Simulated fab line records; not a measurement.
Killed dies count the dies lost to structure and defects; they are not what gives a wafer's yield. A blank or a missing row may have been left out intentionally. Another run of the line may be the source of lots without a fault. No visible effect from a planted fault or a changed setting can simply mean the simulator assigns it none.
One fault seen from 3 desks || flow n5_finfet || what lay behind the numbers comes last; until then each desk has only its own

THE DEFECT DESK
Inspection counts along the route, by lot: the mean over sampled wafers that carry a number. The brackets show how far a lot's mean lies from the usual mean; more than 4 standard deviations puts the lot out of limits, marked OUT.
Columns: A = raw_defect_count at N5_HKMG_FIN_INSPECT_28, usual 42
{"lot": "L369", "first seen here": "day 4 07:07", "A": 42}
{"lot": "L371", "first seen here": "day 5 05:13", "A": 45}
{"lot": "L376", "first seen here": "day 6 05:08", "A": 37}
{"lot": "L378", "first seen here": "day 6 18:15", "A": 46}
{"lot": "L379", "first seen here": "day 6 23:23", "A": 31}
{"lot": "L380", "first seen here": "day 7 04:16", "A": 34}
{"lot": "L387", "first seen here": "day 8 22:26", "A": 62}
{"lot": "L389", "first seen here": "day 9 07:12", "A": 29}
{"lot": "L392", "first seen here": "day 9 23:55", "A": 49}
This desk's finding: nothing out of limits on any of the 9 lots.

AT THE TOOL OWNER'S DESK: ald_sin-03
The tool's own readings at N5_GATE_CUT_SAC_CAP_01 (material SiNx, target thk 24 nm, pulse time 1 s, ald cycles 480): means of the sampled wafers that have a number, for each lot that ran on this tool. The brackets show how far a lot's mean lies from the usual mean; more than 4 standard deviations puts the lot out of limits, marked OUT.
Columns: A = heater_power_w at N5_GATE_CUT_SAC_CAP_01, usual 891 W; B = precursor_pulse_height_rel at N5_GATE_CUT_SAC_CAP_01, usual 1.000
{"lot": "L369", "first seen here": "day 4 07:46", "A": 818, "B": 0.986}
{"lot": "L378", "first seen here": "day 6 18:55", "A": 854, "B": 1.001}
{"lot": "L380", "first seen here": "day 7 05:32", "A": 817, "B": 0.988}
{"lot": "L387", "first seen here": "day 8 23:05", "A": 837, "B": 1.026}
{"lot": "L389", "first seen here": "day 9 07:58", "A": 790, "B": 1.021}
This desk's finding: nothing out of limits on any of the 5 lots.

FROM THE METROLOGY DESK
What the gauges read, lot by lot, whatever tool the lot ran on: means of the sampled wafers that have a number. The brackets show how far a lot's mean lies from the usual mean; more than 4 standard deviations puts the lot out of limits, marked OUT.
Columns: A = MD_CAP_THK at N5_MOL_CONTACT_COAG_THK_MEAS_29, usual 17.93 nm
{"lot": "L369", "first seen here": "day 4 23:58", "A": 17.82}
{"lot": "L371", "first seen here": "day 6 00:23", "A": 17.98}
{"lot": "L376", "first seen here": "day 6 21:21", "A": 18.11}
{"lot": "L378", "first seen here": "day 7 09:53", "A": 17.82}
{"lot": "L379", "first seen here": "day 7 15:44", "A": 17.98}
{"lot": "L380", "first seen here": "day 7 20:49", "A": 17.99}
{"lot": "L387", "first seen here": "day 9 15:18", "A": "21.03 (+34) OUT"}
{"lot": "L389", "first seen here": "day 10 00:35", "A": "22.55 (+50) OUT"}
{"lot": "L392", "first seen here": "day 10 18:15", "A": 17.93}
This desk reports L387, L389 out of limits; the earliest was L387 at day 9 15:18 (MD_CAP_THK at N5_MOL_CONTACT_COAG_THK_MEAS_29). Within limits: L369, L371, L376, L378, L379, L380, L392.

TAKEN TOGETHER
At day 9 15:18 the metrology desk could have sounded an alarm, on L387, L389.
The defect desk saw nothing out of limits.
Nothing out of limits was seen by the tool owner's desk.
The defect desk has L387, L389 on record, within its limits.
The tool owner's desk has L387, L389 on record, within its limits.
N5_GATE_CUT_SAC_CAP_01 was run on ald_sin-03 by each of the lots named.

WHAT THE SIMULATOR HAD PUT IN
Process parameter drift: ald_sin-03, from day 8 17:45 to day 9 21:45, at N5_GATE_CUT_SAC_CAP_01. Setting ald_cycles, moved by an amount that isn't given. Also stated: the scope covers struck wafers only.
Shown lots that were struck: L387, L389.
Hours from the fault's start to each desk's first reading out of limits: the metrology desk, 22.
